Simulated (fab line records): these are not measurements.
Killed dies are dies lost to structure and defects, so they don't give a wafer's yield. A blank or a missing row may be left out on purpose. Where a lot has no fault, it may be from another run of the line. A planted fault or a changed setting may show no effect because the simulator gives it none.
A struck lot beside a sound one ; flow nand harc ; 41 out of 1302 route steps
Sound: these wafers, L817.2, L817.5, L817.6. Wafers L822.2, L822.3, L822.4 were the ones struck. Last of all comes the cause.
For every step that has rows: the tool of each side, followed by ch and its chambers, followed by its first start. Under that, the readings that differ: sound wafers ; struck wafers ; difference of the means ; sigmas: that difference in standard deviations of wafers without a fault.
alike: readings with means less than 2 such deviations apart, plus words and numbers identical on both sides. not compared: withheld readings, readings lacking a value on some wafer, bounds such as >300 that could conceal the same value, and numbers that have no deviation in the record and whose values overlap.
The two part at a step that has a row with sigmas, a row that says differs or no value, or rows on one side only. Numbers that have no deviation but don't overlap get no sigmas and don't part them. Lack of a reading on every wafer of one side parts them only where that side has two or more wafers.

first, 5 steps without rows for these wafers: NHARC_A_CONTACT_SOFTBAKE_03 (time 55 s); NHARC_A_CONTACT_EBR_04; NHARC_A_CONTACT_EXPOSE_05 (exposes mask A CC); NHARC_A_CONTACT_PEB_06 (peb time 65 s); NHARC_A_CONTACT_DEVELOP_07 (develop time 35 s).
NHARC_A_CONTACT_CD_MEAS_08: target cd 200 nm.
  sound on cd sem-03 ch 0, day 24 15:31; struck on cd sem-02 ch 0, day 27 04:12
  alike: cd nm
NHARC_A_CONTACT_OVL_MEAS_09:
  sound: overlay-02 at day 24 15:35; struck: overlay-01 at day 27 04:17
  alike: overlay x nm, overlay y nm
NHARC_A_CONTACT_INSPECT_10:
  sound: defect inspect-01 at day 24 15:38; struck: defect inspect-02 at day 27 04:20
  alike: raw defect count
then, 3 steps without rows for these wafers: NHARC_A_CONTACT_DESCUM_13 (chemistry O2, time 3 s); NHARC_A_CONTACT_ETCH_88 (etches the open film in CF4, target depth 39 nm, time 65 s); NHARC_A_CONTACT_ETCH_89 (etches the open film in N2/H2, target depth 260 nm, time 475.3 s).
NHARC_A_CONTACT_ETCH_30: etches the open film in CF4/CHF3, target depth 72.6 nm, time 36.3 s.
  sound on rie diel-11 ch 0,3; struck on rie diel-11 ch 0,1,3
  alike: drypump motor current A, oes product au, rf vpp V, showerhead plenum p Torr, throttle valve pct
  not compared: rf hours counter h
NHARC_A_CONTACT_ETCH_31: etches the open film in O2/COS, target depth 2800 nm, time 728 s.
  sound on rie diel-11 ch 0,2,3, day 24 16:24; struck on rie diel-11 ch 0,1,3, day 27 04:59
  alike: drypump motor current A, oes product au, rf vpp V, showerhead plenum p Torr, throttle valve pct
  not compared: rf hours counter h
NHARC_A_CONTACT_ETCH_134: etches the open film in C4F8/O2/Ar, time 140 s, target depth 700 nm.
  sound on har cap etch-02 ch 0,1, day 24 16:49; struck on har cap etch-01 ch 0,1, day 27 05:32
  not compared: rf hours counter h
then, 6 steps without rows for these wafers: NHARC_A_CONTACT_ETCH_135 (etches the open film in C4F8/O2/Ar, time 311 s, target depth 1912 nm); NHARC_A_CONTACT_ETCH_136 (etches the open film in C4F8/O2/Ar, time 311 s, target depth 1912 nm); NHARC_A_CONTACT_ETCH_137 (etches the open film in C4F8/O2/Ar, time 311 s, target depth 1912 nm); NHARC_A_CONTACT_ETCH_138 (etches the open film in C4F8/O2/Ar, time 311 s, target depth 1914 nm); NHARC_A_CONTACT_ETCH_139 (etches the open film in C4F8/O2/Ar, time 195 s, target depth 840 nm); NHARC_A_CONTACT_ETCH_92 (etches the open film in CH3F/O2, target depth 40 nm, time 85.7 s).
NHARC_A_CONTACT_ETCH_98: etches the open film in C4F6/O2, target depth 20 nm, time 10 s.
  sound on rie diel-11 ch 0,1,3; struck on rie diel-03 ch 2,3, day 27 07:31
  alike: drypump motor current A, oes product au, rf vpp V, showerhead plenum p Torr, throttle valve pct
  not compared: rf hours counter h
NHARC_A_CONTACT_CD_MEAS_15:
  sound: cd sem-02 at day 24 18:53; struck: cd sem-03 at day 27 07:36
  alike: cd nm
then, 3 steps without rows for these wafers: NHARC_A_CONTACT_STRIP_107 (strips in N2/H2); NHARC_A_CONTACT_STRIP_108 (strips in CF4/CHF3); NHARC_A_CONTACT_STRIP_109 (strips in O2/COS).
NHARC_A_CONTACT_ETCH_110: etches the open film in CF4/O2, target depth 60 nm, overetch 6 nm, time 33 s.
  sound on rie diel-08 ch 0,1,3, day 24 19:14; struck on rie diel-03 ch 0,2, day 27 07:55
  alike: drypump motor current A, oes product au, rf vpp V, showerhead plenum p Torr, throttle valve pct
  not compared: rf hours counter h
then, 3 steps without rows for these wafers: NHARC_A_CONTACT_STRIP_26 (strips in O2); NHARC_A_CONTACT_STRIP_27 (strips in post etch residue remover, time 600 s); NHARC_A_CONTACT_ALD_18 (deposits TiN, target thk 3 nm, pulse time 1 s, ald cycles 150).
NHARC_A_CONTACT_CVD_19: deposits W, target thk 300 nm, time 802 s.
  sound on cvd w-01 ch 0,1; struck on cvd w-01 ch 0,1, day 27 09:39
  alike: heater power w, throttle valve pct
then, 10 steps without rows for these wafers: NHARC_A_CONTACT_CMP_20 (polishes, t overpolish 30 s, target thk 300 nm); NHARC_A_CONTACT_SRD_22; NHARC_A_BLC_DEHYDRATE_00 (time 120 s); NHARC_A_BLC_HMDS_01 (time 30 s); NHARC_A_BLC_COAT_02 (time 75 s); NHARC_A_BLC_COAT_03 (time 65 s); NHARC_A_BLC_COAT_04 (resist thk 90 nm); NHARC_A_BLC_SOFTBAKE_05 (time 55 s); NHARC_A_BLC_EBR_06; NHARC_A_BLC_EXPOSE_07 (exposes mask A BLC, target cd 100 nm).
-- the record jumps here: 2 days lie between the struck wafers' starts before and after (it left off in module A_BLC and takes up again in module END, whose first step shown is number 1302 of the route) --
NHARC_END_SORT_01:
  at this point the record logs the struck wafers (prober-01 ch 0, day 29 10:29) and has no rows for the sound ones

== WHERE THEY PART ==
Only at NHARC_END_SORT_01, within this record.

WHY: what had been put in by the simulator
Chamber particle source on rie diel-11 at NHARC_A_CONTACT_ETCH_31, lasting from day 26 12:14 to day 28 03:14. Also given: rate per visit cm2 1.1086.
